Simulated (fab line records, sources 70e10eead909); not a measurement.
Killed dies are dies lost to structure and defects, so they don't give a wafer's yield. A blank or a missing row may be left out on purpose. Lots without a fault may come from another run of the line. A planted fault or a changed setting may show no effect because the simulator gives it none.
fab line records | flow nand_harc
record lots=23 wafers=69 last_day=33
route steps=1302 shown A_CHANNEL_HOLE_D2@597 A_CHANNEL_FILL_D2@612 A_STAIRCASE@650
lots that met no fault: from a run of the same line without faults
start_h: hours from the record's first day to the start of the lot's first wafer shown | wait_h: hours since the lot's step before | " the same as in the row above | L1.1+2: a row that stands for several wafers | - no value, or no start given | * or withheld: withheld | < > ~ a bound
route shown NAME@n: a module of which the file shows steps, and the number in the route of the first | usual: mean/standard deviation of fault-free wafers | same: alike in all rows | chamber/n: place in a boat | sites: the reading at each site | _std_site: their standard deviation | _edge_site: outer sites' mean less inner sites' | radius_mm: how far each site lies from the wafer's centre | mask NAME#n: copy n | behind: the tool/chamber that last shaped the wafer | hold: why the lot was held/for how many hours/how that ended | device: the transistor (n, p or np) that didn't switch | end of line: the same wafers' tests at the end of the route | a step without rows: its recipe alone | killed: dies lost to structure and defects at the first sort, not the wafer's yield | map: a wafer's dies, x killed, . not, _ none there
set.NAME: the setting as run; set.NAME@STEP: as run at that earlier step | model.NAME: the simulator's own value behind a step, which no gauge read
steps of the route over a sample of lots; a table a step, a row a wafer
services: from which hour (start_h, from the record's first day; less than 0 if before it) a tool's chamber was out of use, for how many hours, and why
## steps
# step NHARC_A_CHANNEL_HOLE_D2_ETCH_25
# recipe bias_v=5000 source_w=withheld pressure_mtorr=20 time_s=1040.2 ar_flow_sccm=375 c4f8_flow_sccm=93.8 o2_flow_sccm=31.2 temp_c=-20 target_depth_a=15000 chemistry=C4F8/O2/Ar
# usual drypump_motor_current_A=5.4/0.59 showerhead_plenum_p_Torr=3.69/0.097 throttle_valve_pct=32.236/0.0088
# columns lot.wafer tool chamber start_h wait_h drypump_motor_current_A rf_hours_counter_h showerhead_plenum_p_Torr throttle_valve_pct
L074.2 har_etch-02 1 299.91 0.6 5.2 343 3.74 32.230
L074.1 " 0 " " 6.4 365 3.58 32.237
L074.6 " 1 " " 5.2 - 3.74 32.243
L075.2 har_etch-01 0 300.59 0.7 4.7 160 3.69 32.222
L075.3 " 1 " " 5.5 - 3.69 32.227
L075.4 " 0 " " 4.7 - 3.69 32.239
L076.2 har_etch-01 1 309.42 0.6 5.5 167 3.68 32.231
L076.1 " 0 " " 4.7 167 3.68 32.240
L076.5 " 1 " " 5.4 - 3.68 32.219
L077.2 har_etch-02 1 323.51 0.7 5.2 354 3.73 32.233
L077.4 " 1 " " 5.3 - 3.73 32.229
L077.6 " 1 " " 5.3 - 3.73 32.247
L078.2 har_etch-02 1 335.89 0.6 5.2 366 3.72 32.246
L078.3 " 1 " " 5.2 - 3.72 32.238
L078.6 " 1 " " 5.2 - 3.72 32.239
L079.1 har_etch-01 0 338.38 0.6 4.7 183 3.67 32.235
L079.2 " 1 " " 5.5 183 3.67 32.226
L079.5 " 1 " " 5.5 - 3.67 32.244
L081.1 har_etch-01 0 357.53 0.7 4.7 190 3.67 32.234
L081.3 " 1 " " 5.5 - 3.67 32.237
L081.6 " 0 " " 4.7 - 3.67 32.221
L080.3 har_etch-02 1 359.91 0.7 5.2 - 3.72 32.219
L080.5 " 1 " " 5.2 - 3.72 32.237
L080.6 " 0 " " 6.4 - 3.57 32.231
L082.1 har_etch-01 0 389.46 0.7 4.7 213 3.66 32.228
L082.3 " 0 " " 4.7 - 3.66 32.236
L082.5 " 0 " " 4.7 - 3.66 32.242
L083.2 har_etch-01 0 393.47 0.6 4.7 217 3.66 32.240
L083.1 " 1 " " 5.4 217 3.66 32.238
L083.5 " 1 " " 5.4 - 3.66 32.243
L084.3 har_etch-02 1 398.44 0.7 5.2 - 3.71 32.242
L084.5 " 1 " " 5.2 - 3.71 32.244
L084.6 " 0 " " 6.4 - 3.93 32.211
L085.3 har_etch-01 0 402.08 0.7 4.7 - 3.65 32.242
L085.5 " 0 " " 4.7 - 3.65 32.224
L085.6 " 1 " " 5.4 - 3.65 32.228
L086.2 har_etch-02 1 423.54 0.7 5.2 14 3.70 32.260
L086.3 " 1 " " 5.2 - 3.70 32.224
L086.6 " 1 " " 5.2 - 3.70 32.240
L087.1 har_etch-02 0 436.32 0.6 6.3 22 3.92 32.222
L087.6 " 0 " " 6.3 - 3.92 32.230
L087.5 " 1 " " 5.2 - 3.70 32.241
L088.4 har_etch-01 1 436.77 0.7 5.5 - 3.64 32.240
L088.6 " 1 " " 5.4 - 3.64 32.239
L088.5 " 0 " " 4.7 - 3.64 32.230
L089.1 har_etch-02 1 440.47 0.6 5.2 26 3.70 32.241
L089.3 " 1 " " 5.2 - 3.70 32.239
L089.4 " 0 " " 6.3 - 3.91 32.238
L091.2 har_etch-01 1 469.50 0.6 5.4 262 3.63 32.239
L091.3 " 1 " " 5.4 - 3.63 32.245
L091.6 " 1 " " 5.4 - 3.63 32.243
L092.1 har_etch-01 1 480.71 0.7 5.4 270 3.63 32.235
L092.6 " 0 " " 4.7 - 3.63 32.249
L092.5 " 1 " " 5.4 - 3.63 32.225
L093.2 har_etch-02 1 480.92 0.6 5.2 53 3.68 32.237
L093.3 " 0 " " 6.4 - 3.90 32.228
L093.5 " 0 " " 6.4 - 3.90 32.247
L094.1 har_etch-02 1 491.81 0.7 5.2 57 3.68 32.234
L094.3 " 1 " " 5.2 - 3.68 32.230
L094.6 " 1 " " 5.2 - 3.68 32.240
L095.1 har_etch-02 1 510.38 0.6 5.2 68 3.67 32.224
L095.4 " 0 " " 6.4 - 3.89 32.242
L095.5 " 0 " " 6.3 - 3.89 32.239
L096.1 har_etch-01 1 518.34 0.7 5.4 293 3.61 32.224
L096.3 " 0 " " 4.7 - 3.61 32.245
L096.4 " 1 " " 5.5 - 3.61 32.266
L097.2 har_etch-01 0 529.44 0.7 4.7 297 3.61 32.236
L097.4 " 1 " " 5.5 - 3.61 32.246
L097.5 " 1 " " 5.4 - 3.61 32.222
# step NHARC_A_CHANNEL_HOLE_D2_ETCH_44
# recipe target_depth_a=1400 overetch_a=140 time_s=77 ion_energy_ev=100 cf4_flow_sccm=80 o2_flow_sccm=20 ar_flow_sccm=0 rf_w=300 bias_w=100 chemistry=CF4/O2
# usual drypump_motor_current_A=5.7/0.43 oes_o_777_au=1.001/0.0048 oes_product_au=1.000/0.01 rf_vpp_V=197.5/1.3 showerhead_plenum_p_Torr=1.32/0.056 throttle_valve_pct=13.397/0.009
# columns lot.wafer tool chamber start_h wait_h drypump_motor_current_A oes_o_777_au oes_product_au rf_hours_counter_h rf_vpp_V showerhead_plenum_p_Torr throttle_valve_pct
L074.2 rie_diel-05 3 301.73 0.1 5.9 1.001 1.001 4.4 197.0 1.28 13.406
L074.1 " 2 " " 6.2 1.009 1.001 4.5 196.7 1.36 13.392
L074.6 " 0 " " 5.3 1.004 0.999 - 195.6 1.25 13.403
L075.3 rie_diel-09 3 302.27 0.1 5.7 0.997 0.999 7.0 197.3 1.34 13.389
L075.4 " 0 " " 5.1 1.000 1.004 8.3 196.7 1.29 13.409
L075.2 " 1 " " 5.1 1.005 0.993 9.9 198.7 1.43 13.375
L076.1 rie_diel-05 0 311.24 0.1 5.3 0.990 0.993 5.3 196.9 1.25 13.415
L076.2 " 1 " " 5.6 1.003 1.008 5.9 197.0 1.33 13.388
L076.5 " 3 " " 6.0 1.004 0.987 - 196.2 1.27 13.392
L077.2 rie_diel-05 2 325.19 0.1 6.2 1.008 0.994 5.7 197.5 1.36 13.374
L077.4 " 0 " " 5.4 1.006 0.984 6.3 195.8 1.25 13.395
L077.6 " 2 " " 6.2 1.007 1.002 - 198.3 1.36 13.396
L078.2 rie_diel-05 0 337.70 0.1 5.4 0.995 0.998 7.8 195.2 1.25 13.387
L078.3 " 1 " " 5.6 1.000 0.994 8.1 198.0 1.33 13.408
L078.6 " 1 " " 5.6 0.999 0.994 - 198.3 1.33 13.388
L079.1 rie_diel-09 0 340.20 0.1 5.1 1.004 1.010 0.1 197.4 1.29 13.421
L079.2 " 2 " " 6.4 1.007 1.009 0.1 198.5 1.40 13.399
L079.5 " 1 " " 5.1 0.998 0.988 - 200.0 1.43 13.411
L081.3 rie_diel-09 3 359.23 0.1 5.7 0.996 1.000 1.4 198.1 1.34 13.408
L081.1 " 2 " " 6.4 1.001 1.023 1.4 198.7 1.40 13.388
L081.6 " 3 " " 5.7 1.002 1.003 - 198.1 1.34 13.406
L080.3 rie_diel-12 0 361.45 0.1 5.2 0.997 1.005 5.8 196.1 1.27 13.386
L080.5 " 3 " " 5.4 1.006 1.005 - 196.7 1.28 13.390
L080.6 " 0 " " 5.2 1.006 0.998 - 196.2 1.27 13.401
L082.3 rie_diel-09 3 391.15 0.1 5.7 1.007 0.999 3.9 199.2 1.34 13.404
L082.1 " 0 " " 5.1 1.004 1.012 3.6 195.2 1.29 13.411
L082.5 " 2 " " 6.4 0.999 1.026 - 199.9 1.40 13.403
L083.2 rie_diel-05 3 395.29 0.1 6.0 1.005 0.985 9.4 197.0 1.27 13.414
L083.1 " 0 " " 5.3 0.998 1.001 10.3 197.0 1.25 13.396
L083.5 " 2 " " 6.2 1.005 1.005 - 198.9 1.36 13.402
L084.3 rie_diel-09 2 399.97 0.1 6.4 1.004 1.019 4.6 200.0 1.40 13.387
L084.6 " 2 " " 6.4 1.012 1.024 - 197.9 1.40 13.388
L084.5 " 3 " " 5.7 1.009 1.001 - 198.9 1.34 13.386
L085.3 rie_diel-09 2 403.63 0.1 6.4 0.999 1.024 4.8 198.8 1.40 13.399
L085.6 " 0 " " 5.1 1.003 1.008 - 196.7 1.28 13.409
L085.5 " 1 " " 5.1 0.999 1.001 - 198.9 1.43 13.416
L086.3 rie_diel-12 0 425.24 0.0 5.2 1.000 0.993 8.4 196.5 1.27 13.372
L086.2 " 1 " " 5.8 0.995 0.982 6.7 198.9 1.28 13.401
L086.6 " 0 " " 5.2 1.001 0.993 - 196.3 1.27 13.398
L087.1 rie_diel-09 2 438.14 0.1 6.4 0.987 1.013 7.5 199.9 1.40 13.397
L087.6 " 2 " " 6.4 0.997 1.016 - 200.6 1.40 13.403
L087.5 " 3 " " 5.7 0.995 1.000 - 198.9 1.34 13.404
L088.4 rie_diel-12 1 438.31 0.1 5.8 0.997 0.984 7.4 196.4 1.28 13.400
L088.5 " 1 " " 5.8 1.006 0.988 - 196.5 1.28 13.389
L088.6 " 2 " " 5.7 1.000 0.983 - 196.1 1.34 13.394
L089.1 rie_diel-05 1 442.29 0.0 5.6 1.001 0.987 1.9 198.3 1.33 13.388
L089.4 " 2 " " 6.2 0.993 0.994 2.3 198.1 1.35 13.378
L089.3 " 0 " " 5.3 1.005 0.989 2.6 196.8 1.25 13.390
L091.2 rie_diel-05 3 471.32 0.1 6.0 0.994 0.996 4.6 195.7 1.27 13.415
L091.3 " 0 " " 5.3 0.994 0.998 5.1 195.3 1.25 13.410
L091.6 " 0 " " 5.4 1.001 1.004 - 196.2 1.25 13.408
L092.1 rie_diel-09 0 482.38 0.1 5.1 1.002 1.006 8.8 196.6 1.28 13.407
L092.5 " 3 " " 5.7 0.992 0.992 - 197.3 1.34 13.393
L092.6 " 0 " " 5.1 1.007 1.000 - 196.9 1.28 13.392
L093.3 rie_diel-05 2 482.74 0.1 6.2 0.996 0.995 5.1 198.3 1.35 13.409
L093.2 " 0 " " 5.4 1.000 0.991 5.7 196.1 1.25 13.394
L093.5 " 1 " " 5.6 1.001 1.006 - 199.1 1.33 13.396
L094.3 rie_diel-05 2 493.51 0.1 6.2 1.005 0.992 5.4 197.0 1.35 13.393
L094.1 " 3 " " 6.0 1.000 0.992 5.7 195.7 1.27 13.401
L094.6 " 0 " " 5.3 0.997 0.997 - 197.0 1.25 13.414
L095.4 rie_diel-05 0 512.21 0.1 5.3 1.003 1.003 7.0 196.2 1.25 13.403
L095.1 " 2 " " 6.2 0.997 0.994 6.2 197.9 1.35 13.395
L095.5 " 1 " " 5.6 1.001 0.999 - 196.9 1.33 13.398
L096.1 rie_diel-09 1 520.02 0.1 5.1 1.001 0.998 0.3 198.8 1.43 13.395
L096.3 " 2 " " 6.4 1.002 1.013 0.3 200.2 1.40 13.400
L096.4 " 3 " " 5.7 0.999 1.011 0.2 197.2 1.34 13.416
L097.4 rie_diel-05 0 531.13 0.1 5.3 1.001 0.995 8.2 196.0 1.25 13.391
L097.2 " 2 " " 6.2 0.999 1.001 7.5 198.9 1.35 13.402
L097.5 " 0 " " 5.3 1.005 0.993 - 195.5 1.25 13.392
# step NHARC_A_CHANNEL_FILL_D2_ALD_02
# recipe target_thk_a=60 pulse_time_s=10 ald_cycles=60 temp_c=300 material=SiO2
# usual heater_power_outer_w=257/22 heater_power_w=455/37 precursor_pulse_height_rel=1.000/0.021 susceptor_temp_C=300.02/0.2
# columns lot.wafer tool chamber start_h wait_h heater_power_outer_w heater_power_w precursor_pulse_height_rel susceptor_temp_C
L074.2 ald_hk-04 1 302.90 - 215 392 1.020 -
L074.1 " 3 " " 252 449 1.017 -
L074.6 " 2 " " 258 454 1.051 -
L075.2 ald_hk-04 3 303.45 - 252 441 0.992 300.23
L075.3 " 0 " " 276 513 0.974 300.13
L075.4 " 2 " " 256 461 0.979 300.13
L076.1 ald_hk-03 2 313.49 - 244 457 0.987 300.06
L076.2 " 3 " " 241 423 1.001 300.31
L076.5 " 3 " " 255 412 0.976 300.33
L077.2 ald_hk-03 2 326.36 - 242 459 1.016 300.18
L077.4 " 3 " " 251 413 0.983 299.87
L077.6 " 2 " " 240 465 1.004 299.82
L078.3 ald_hk-03 2 338.96 - 236 468 0.970 299.97
L078.2 " 0 " " 290 470 1.026 300.17
L078.6 " 2 " " 237 454 0.990 300.31
L079.1 ald_hk-03 1 341.46 - 278 511 1.021 299.87
L079.2 " 2 " " 243 454 1.013 300.14
L079.5 " 1 " " 295 517 1.016 299.97
L081.1 ald_hk-03 2 360.54 - 241 458 1.003 300.00
L081.3 " 0 " " 291 459 0.987 300.33
L081.6 " 2 " " 242 462 0.990 300.11
L080.3 ald_hk-03 2 362.76 - 239 461 0.998 299.97
L080.6 " 0 " " 291 464 0.982 299.98
L080.5 " 1 " " 287 497 1.012 299.82
L082.3 ald_hk-04 1 392.32 - 219 397 0.996 300.13
L082.1 " 3 " " 258 434 1.002 300.21
L082.5 " 2 " " 256 439 0.995 300.16
L083.1 ald_hk-04 3 396.47 - 260 445 1.006 300.12
L083.2 " 0 " " 285 519 1.015 299.78
L083.5 " 3 " " 257 441 1.012 299.99
L084.3 ald_hk-03 3 401.42 0.3 246 404 0.992 300.48
L084.6 " 2 " " 234 459 1.027 300.04
L084.5 " 3 " " 250 403 1.029 300.00
L085.3 ald_hk-03 0 405.04 - 283 457 1.019 299.90
L085.6 " 1 " " 286 503 1.010 300.04
L085.5 " 2 " " 230 443 0.991 300.01
L086.3 ald_hk-02 2 426.60 0.3 219 369 1.005 299.84
L086.2 " 3 " " 242 429 1.009 300.08
L086.6 " 1 " " 283 494 1.007 299.87
L087.1 ald_hk-04 3 443.09 - 262 458 1.030 300.11
L087.6 " 1 " " 234 419 0.958 300.05
L087.5 " 2 " " 241 452 1.007 300.05
L088.4 ald_hk-02 0 443.22 - 256 482 0.964 299.71
L088.5 " 1 " " 283 500 1.025 300.03
L088.6 " 2 " " 213 380 1.026 300.09
L089.1 ald_hk-04 2 443.51 0.1 246 452 1.019 300.14
L089.4 " 0 " " 275 496 0.982 300.08
L089.3 " 1 " " 239 424 1.038 300.05
L091.3 ald_hk-03 2 472.50 - 229 458 1.000 300.22
L091.2 " 0 " " 281 465 0.993 299.66
L091.6 " 2 " " 229 458 0.996 300.30
L092.1 ald_hk-03 1 483.71 - 274 502 1.000 300.01
L092.5 " 1 " " 276 497 0.977 300.00
L092.6 " 2 " " 239 461 1.009 299.68
L093.2 ald_hk-04 1 484.30 - 235 436 1.028 299.75
L093.3 " 3 " " 279 454 1.006 300.10
L093.5 " 2 " " 247 440 0.997 299.87
L094.1 ald_hk-02 0 494.66 - 253 478 0.979 300.00
L094.3 " 2 " " 217 379 1.024 299.74
L094.6 " 0 " " 257 488 0.980 299.92
L095.4 ald_hk-03 1 513.38 - 284 518 0.977 -
L095.1 " 2 " " 236 448 0.987 -
L095.5 " 2 " " 237 449 1.016 -
L096.1 ald_hk-03 3 521.20 - 246 403 0.964 300.37
L096.4 " 0 " " 285 447 1.003 300.12
L096.3 " 1 " " 274 504 0.999 299.76
L097.2 ald_hk-04 0 532.98 - 269 498 1.010 300.05
L097.4 " 3 " " 264 446 1.024 299.95
L097.5 " 1 " " 236 412 1.028 299.73
# step NHARC_A_STAIRCASE_DESCUM_168
# recipe time_s=3 o2_flow_sccm=200 ar_flow_sccm=0 bias_power_w=0 chemistry=O2
# usual drypump_motor_current_A=5.6/0.56 oes_product_au=1.000/0.011 rf_vpp_V=57.7/0.89 showerhead_plenum_p_Torr=1.91/0.099 throttle_valve_pct=11.311/0.01
# same bias_power_w=0
# columns lot.wafer tool chamber start_h wait_h drypump_motor_current_A oes_product_au rf_hours_counter_h rf_vpp_V showerhead_plenum_p_Torr throttle_valve_pct
L074.1 rie_diel-13 2 352.59 - 5.6 1.000 0 56.6 1.85 11.337
L074.2 " 3 " " 5.2 0.996 0 58.4 2.08 11.316
L074.6 " 1 " " 4.8 1.001 - 55.4 1.87 11.328
L075.2 rie_diel-11 3 352.74 - 6.2 1.002 27 57.1 2.07 11.293
L075.4 " 1 " " 6.3 1.007 30 57.5 1.90 11.319
L075.3 " 2 " " 5.3 1.022 30 56.9 1.85 11.289
L076.2 rie_diel-03 0 367.43 - 5.4 1.008 25 55.0 1.84 11.317
L076.1 " 1 " " 4.7 1.022 25 57.0 1.78 11.287
L076.5 " 1 " " 4.7 1.009 - 57.1 1.78 11.303
L077.2 rie_diel-03 2 375.73 - 5.9 0.980 31 57.2 1.93 11.312
L077.4 " 1 " " 4.7 1.011 - 57.7 1.78 11.326
L077.6 " 0 " " 5.4 1.011 - 58.8 1.84 11.320
L079.2 rie_diel-11 0 388.04 - 6.0 1.016 38 57.2 2.04 11.307
L079.1 " 1 " " 6.3 1.009 41 58.2 1.90 11.319
L079.5 " 3 " " 6.2 0.998 - 60.0 2.06 11.308
L078.2 rie_diel-11 3 388.20 - 6.2 0.997 39 59.2 2.06 11.313
L078.3 " 1 " " 6.3 0.999 41 57.7 1.90 11.307
L078.6 " 2 " " 5.3 1.017 - 58.6 1.85 11.308
L080.3 rie_diel-13 3 411.79 - 5.3 0.994 23 58.0 2.07 11.311
L080.5 " 2 " " 5.6 1.000 - 58.4 1.84 11.293
L080.6 " 3 " " 5.3 0.998 - 58.5 2.07 11.304
L081.1 rie_diel-13 0 411.99 - 6.5 1.024 23 58.0 1.87 11.305
L081.3 " 1 " " 4.8 0.980 26 57.2 1.86 11.304
L081.6 " 3 " " 5.2 1.006 - 59.0 2.07 11.308
L082.3 rie_diel-11 1 442.43 - 6.3 0.986 0 57.5 1.89 11.311
L082.1 " 2 " " 5.3 1.011 0 58.6 1.84 11.306
L082.5 " 0 " " 6.0 1.005 - 57.5 2.04 11.298
L083.2 rie_diel-03 0 442.58 - 5.4 1.022 39 58.2 1.83 11.341
L083.1 " 1 " " 4.7 1.010 39 56.3 1.77 11.319
L083.5 " 0 " " 5.4 1.030 - 56.8 1.83 11.303
L085.3 rie_diel-13 1 452.30 - 4.8 0.991 45 56.0 1.85 11.314
L085.6 " 1 " " 4.8 0.979 - 57.3 1.85 11.344
L085.5 " 2 " " 5.6 0.996 - 57.7 1.83 11.320
L084.3 rie_diel-11 0 452.47 - 6.0 0.996 3 57.7 2.04 11.301
L084.5 " 0 " " 6.0 1.000 - 58.7 2.04 11.324
L084.6 " 1 " " 6.3 0.991 - 58.0 1.89 11.307
L086.3 rie_diel-11 2 476.56 - 5.3 1.012 12 58.8 1.84 11.299
L086.2 " 0 " " 6.0 0.993 13 58.7 2.04 11.309
L086.6 " 2 " " 5.3 1.007 - 57.9 1.84 11.313
L087.1 rie_diel-03 1 492.22 - 4.7 0.984 11 58.3 1.77 11.310
L087.5 " 0 " " 5.4 1.002 - 57.5 1.83 11.301
L087.6 " 3 " " 5.8 1.005 - 58.6 1.95 11.295
L089.4 rie_diel-13 2 492.38 - 5.6 1.000 59 57.7 1.83 11.311
L089.3 " 3 " " 5.3 0.997 58 57.3 2.06 11.305
L089.1 " 0 " " 6.5 1.008 50 57.8 1.86 11.316
L088.4 rie_diel-13 3 492.56 - 5.3 0.992 58 58.6 2.06 11.312
L088.5 " 0 " " 6.5 1.016 - 57.0 1.86 11.318
L088.6 " 1 " " 4.8 0.993 - 58.1 1.85 11.314
L091.3 rie_diel-11 0 526.40 - 6.0 1.000 27 58.3 2.03 11.306
L091.2 " 2 " " 5.3 1.001 26 57.4 1.84 11.303
L091.6 " 1 " " 6.3 0.986 - 58.2 1.88 11.304
L092.1 rie_diel-03 1 533.37 - 4.7 0.988 27 57.1 1.76 11.309
L092.6 " 1 " " 4.7 0.992 - 56.0 1.76 11.317
L092.5 " 2 " " 5.8 0.988 - 56.8 1.93 11.308
L093.3 rie_diel-03 0 533.53 - 5.4 1.007 27 57.6 1.82 11.321
L093.2 " 3 " " 5.8 1.016 26 58.8 1.94 11.314
L093.5 " 1 " " 4.7 1.000 - 57.4 1.76 11.295
L094.1 rie_diel-03 0 546.49 - 5.4 1.009 30 56.1 1.82 11.334
L094.3 " 3 " " 5.8 1.011 29 58.1 1.94 11.315
L094.6 " 1 " " 4.7 0.996 - 57.3 1.76 11.325
L095.4 rie_diel-03 2 563.35 - 5.8 1.004 17 57.0 1.92 11.309
L095.1 " 3 " " 5.9 1.012 32 57.7 1.94 11.307
L095.5 " 3 " " 5.9 1.010 - 59.2 1.94 11.299
L096.1 rie_diel-11 3 572.63 - 6.2 0.988 46 57.8 2.04 11.316
L096.4 " 0 " " 6.0 1.013 45 58.9 2.02 11.327
L096.3 " 2 " " 5.3 1.017 42 57.6 1.83 11.310
L097.4 rie_diel-13 1 582.58 - 4.8 0.998 16 57.0 1.84 11.296
L097.2 " 0 " " 6.5 1.006 18 56.8 1.85 11.321
L097.5 " 2 " " 5.7 1.001 - 57.4 1.82 11.303
# step NHARC_A_STAIRCASE_ETCH_13
# recipe target_depth_a=1000 time_s=40.5 ion_energy_ev=400 c4f8_flow_sccm=20 o2_flow_sccm=10 ar_flow_sccm=withheld rf_w=600 bias_w=1000 chemistry=C4F8/O2
# usual oes_product_au=0.941/0.013 rf_vpp_V=895/5.7
# columns lot.wafer tool chamber start_h wait_h oes_product_au rf_hours_counter_h rf_vpp_V
L074.2 rie_diel-03 0 - - 0.953 20 892
L074.1 " 1 " " 0.949 20 889
L074.6 " 0 " " 0.954 - 890
L075.3 rie_diel-13 3 - - 0.934 0 907
L075.2 " 0 " " 0.956 0 894
L075.4 " 1 " " 0.960 0 893
L076.1 rie_diel-03 2 - - 0.928 28 898
L076.2 " 0 " " 0.950 25 890
L076.5 " 0 " " 0.952 - 892
L077.2 rie_diel-13 1 - - 0.918 8 894
L077.4 " 3 " " 0.916 10 906
L077.6 " 1 " " 0.922 - 893
L079.2 rie_diel-13 1 - - 0.930 11 893
L079.1 " 2 " " 0.945 14 891
L079.5 " 1 " " 0.924 - 894
L078.2 rie_diel-13 3 - - 0.947 14 905
L078.3 " 1 " " 0.918 12 894
L078.6 " 0 " " 0.941 - 895
L080.3 rie_diel-11 3 - - 0.930 51 906
L080.5 " 2 " " 0.958 - 890
L080.6 " 1 " " 0.932 - 895
L081.1 rie_diel-03 3 - - 0.945 18 899
L081.3 " 0 " " 0.941 31 891
L081.6 " 3 " " 0.947 - 897
L082.1 rie_diel-13 1 - - 0.927 42 893
L082.3 " 2 " " 0.929 43 891
L082.5 " 1 " " 0.931 - 892
L083.1 rie_diel-13 2 - - 0.928 43 892
L083.2 " 0 " " 0.942 36 893
L083.5 " 2 " " 0.933 - 890
L085.3 rie_diel-13 1 - - 0.920 45 891
L085.6 " 0 " " 0.935 - 893
L085.5 " 1 " " 0.911 - 891
L084.3 rie_diel-13 2 - - 0.928 45 891
L084.6 " 2 " " 0.939 - 892
L084.5 " 3 " " 0.938 - 906
L086.2 rie_diel-03 3 - - 0.955 5 897
L086.3 " 0 " " 0.936 5 892
L086.6 " 1 " " 0.939 - 886
L087.1 rie_diel-13 3 - - 0.952 59 905
L087.5 " 0 " " 0.974 - 894
L087.6 " 1 " " 0.938 - 892
L089.4 rie_diel-11 2 - - 0.947 15 891
L089.1 " 3 " " 0.948 16 904
L089.3 " 1 " " 0.932 16 895
L088.4 rie_diel-03 0 - - 0.935 - 891
L088.6 " 1 " " 0.940 - 887
L088.5 " 3 " " 0.943 - 898
L091.2 rie_diel-13 2 - - 0.933 0 890
L091.3 " 0 " " 0.942 0 893
L091.6 " 1 " " 0.925 - 891
L092.1 rie_diel-03 0 - - 0.924 27 890
L092.6 " 2 " " 0.923 - 898
L092.5 " 3 " " 0.942 - 899
L093.2 rie_diel-11 2 - - 0.960 30 891
L093.3 " 0 " " 0.958 33 903
L093.5 " 2 " " 0.949 - 890
L094.3 rie_diel-03 0 - - 0.958 30 891
L094.1 " 1 " " 0.934 30 887
L094.6 " 1 " " 0.943 - 886
L095.4 rie_diel-11 3 - - 0.928 41 905
L095.1 " 1 " " 0.923 39 896
L095.5 " 2 " " 0.950 - 891
L096.4 rie_diel-11 1 - - 0.930 43 893
L096.1 " 3 " " 0.944 48 905
L096.3 " 0 " " 0.957 46 902
L097.2 rie_diel-03 3 - - 0.963 36 899
L097.4 " 2 " " 0.927 21 895
L097.5 " 3 " " 0.963 - 896
# step NHARC_A_STAIRCASE_ETCH_17
# recipe target_depth_a=1000 time_s=40.5 ion_energy_ev=400 c4f8_flow_sccm=20 o2_flow_sccm=10 ar_flow_sccm=withheld rf_w=600 bias_w=1000 chemistry=C4F8/O2
# usual oes_product_au=0.943/0.011 rf_vpp_V=895/5.8
# columns lot.wafer tool chamber start_h wait_h oes_product_au rf_hours_counter_h rf_vpp_V
L074.2 rie_diel-03 1 - - 0.952 20 886
L074.1 " 2 " " 0.930 23 898
L074.6 " 1 " " 0.948 - 888
L075.2 rie_diel-13 1 - - 0.927 1 895
L075.4 " 2 " " 0.939 1 892
L075.3 " 3 " " 0.954 1 906
L076.2 rie_diel-03 2 - - 0.936 28 897
L076.1 " 0 " " 0.959 26 892
L076.5 " 0 " " 0.944 - 892
L077.2 rie_diel-13 1 - - 0.935 8 892
L077.4 " 2 " " 0.948 11 891
L077.6 " 2 " " 0.943 - 891
L079.1 rie_diel-13 1 - - 0.919 12 893
L079.2 " 3 " " 0.936 14 905
L079.5 " 1 " " 0.917 - 893
L078.3 rie_diel-13 2 - - 0.935 15 891
L078.2 " 0 " " 0.948 12 893
L078.6 " 1 " " 0.931 - 892
L080.3 rie_diel-11 0 - - 0.975 48 903
L080.6 " 3 " " 0.946 - 905
L080.5 " 0 " " 0.962 - 904
L081.1 rie_diel-03 1 - - 0.949 32 886
L081.3 " 3 " " 0.949 18 899
L081.6 " 0 " " 0.949 - 892
L082.1 rie_diel-13 3 - - 0.963 42 904
L082.3 " 0 " " 0.964 36 894
L082.5 " 2 " " 0.948 - 891
L083.1 rie_diel-13 0 - - 0.945 36 892
L083.2 " 1 " " 0.934 43 892
L083.5 " 2 " " 0.943 - 891
L085.3 rie_diel-13 1 - - 0.939 45 892
L085.6 " 2 " " 0.931 - 891
L085.5 " 3 " " 0.929 - 905
L084.3 rie_diel-13 3 - - 0.938 44 904
L084.6 " 1 " " 0.950 - 892
L084.5 " 2 " " 0.948 - 890
L086.2 rie_diel-03 3 - - 0.945 5 899
L086.3 " 1 " " 0.940 5 887
L086.6 " 1 " " 0.940 - 887
L087.1 rie_diel-13 3 - - 0.953 59 905
L087.6 " 2 " " 0.940 - 892
L087.5 " 3 " " 0.948 - 905
L089.1 rie_diel-11 0 - - 0.950 16 904
L089.3 " 1 " " 0.946 16 893
L089.4 " 2 " " 0.942 15 891
L088.5 rie_diel-03 3 - - 0.966 - 896
L088.4 " 0 " " 0.940 - 890
L088.6 " 1 " " 0.943 - 886
L091.2 rie_diel-13 0 - - 0.943 1 891
L091.3 " 1 " " 0.943 1 893
L091.6 " 2 " " 0.946 - 891
L092.1 rie_diel-03 2 - - 0.935 12 896
L092.5 " 3 " " 0.972 - 896
L092.6 " 0 " " 0.947 - 890
L093.3 rie_diel-11 1 - - 0.934 31 893
L093.2 " 2 " " 0.963 30 891
L093.5 " 0 " " 0.942 - 902
L094.1 rie_diel-03 3 - - 0.959 30 899
L094.3 " 0 " " 0.934 30 892
L094.6 " 2 " " 0.927 - 895
L095.4 rie_diel-11 3 - - 0.925 42 904
L095.1 " 1 " " 0.927 39 894
L095.5 " 3 " " 0.929 - 903
L096.3 rie_diel-11 0 - - 0.943 47 902
L096.4 " 1 " " 0.946 44 893
L096.1 " 3 " " 0.936 48 904
L097.4 rie_diel-03 0 - - 0.938 38 892
L097.2 " 3 " " 0.948 36 899
L097.5 " 0 " " 0.937 - 890
## services
# columns tool chamber start_h hours kind
rie_diel-03 - 281.48 9.0 pm
rie_diel-03 0 296.72 7.0 repair
rie_diel-03 - 310.48 0.7 repair
har_etch-02 - 320.03 0.0 repair
rie_diel-11 0 335.93 9.7 repair
rie_diel-03 3 337.30 47.2 repair
rie_diel-13 - 343.02 9.0 pm
rie_diel-03 - 382.87 19.8 repair
ald_hk-03 - 390.69 10.0 pm
rie_diel-11 1 406.30 4.6 repair
rie_diel-03 - 407.22 0.5 repair
rie_diel-11 0 412.92 1.2 repair
rie_diel-13 0 414.23 11.1 repair
har_etch-01 - 427.78 1.1 repair
rie_diel-11 - 432.72 9.0 pm
rie_diel-03 - 458.48 9.0 pm
rie_diel-11 0 477.13 5.4 repair
rie_diel-11 - 480.17 0.7 repair
rie_diel-11 2 485.48 1.2 repair
rie_diel-13 - 520.02 9.0 pm
rie_diel-11 0 544.89 2.9 repair
rie_diel-03 - 565.19 7.5 repair
ald_hk-03 - 568.69 10.0 pm
har_etch-01 - 584.88 4.3 repair
## key
fault none
